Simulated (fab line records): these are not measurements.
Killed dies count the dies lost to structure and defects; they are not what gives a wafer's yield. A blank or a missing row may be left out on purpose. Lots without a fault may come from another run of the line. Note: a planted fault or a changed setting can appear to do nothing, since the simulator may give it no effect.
Matching of chambers | flow n5-finfet | 4 sister chambers for N5_BEOL_M10_STRIP_67 on rie-diel-06
The step strips in CF4. 4 wafers are shown with their chamber, then 12 later ones without.

WAFERS WITH THEIR CHAMBER
wafer  | chamber | showerhead-plenum-p-Torr (Torr)
L084.5 | 0       | 1.69
L085.2 | 3       | 1.84
L085.5 | 1       | 1.90
L085.6 | 2       | 1.77

WAFERS WHOSE CHAMBER IS MISSING
wafer  | showerhead-plenum-p-Torr (Torr)
L090.2 | 1.76
L090.3 | 1.83
L090.5 | 1.83
L091.2 | 1.76
L091.3 | 1.90
L091.6 | 1.83
L092.1 | 1.89
L092.2 | 1.76
L092.3 | 1.90
L095.2 | 1.83
L095.3 | 1.89
L095.4 | 1.90

WHICH CHAMBER EACH WENT THROUGH
wafer  | from the rows above | in truth
L090.2 | 2                   | 2
L090.3 | 3                   | 3
L090.5 | 3                   | 3
L091.2 | 2                   | 2
L091.3 | 1                   | 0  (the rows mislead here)
L091.6 | 3                   | 3
L092.1 | 1                   | 1
L092.2 | 2                   | 2
L092.3 | 1                   | 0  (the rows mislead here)
L095.2 | 3                   | 3
L095.3 | 1                   | 1
L095.4 | 1                   | 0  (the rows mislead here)
Placed correctly: 9 of 12. Number that these rows cannot place: 0. Number placed wrongly: 3.
How it was worked out, from the rows above alone: a wafer's distance from a chamber is the root of the sum, over the readings, of the square of ((its reading less the chamber's mean) divided by the reading's scatter). The wafer belongs to the nearest chamber; if the next one is less than 2 further off, it can't be placed. The mean given for a chamber averages the wafers shown for that chamber. The scatter: root of mean squared gap, hidden wafer to nearest shown wafer, with one shown wafer a chamber.
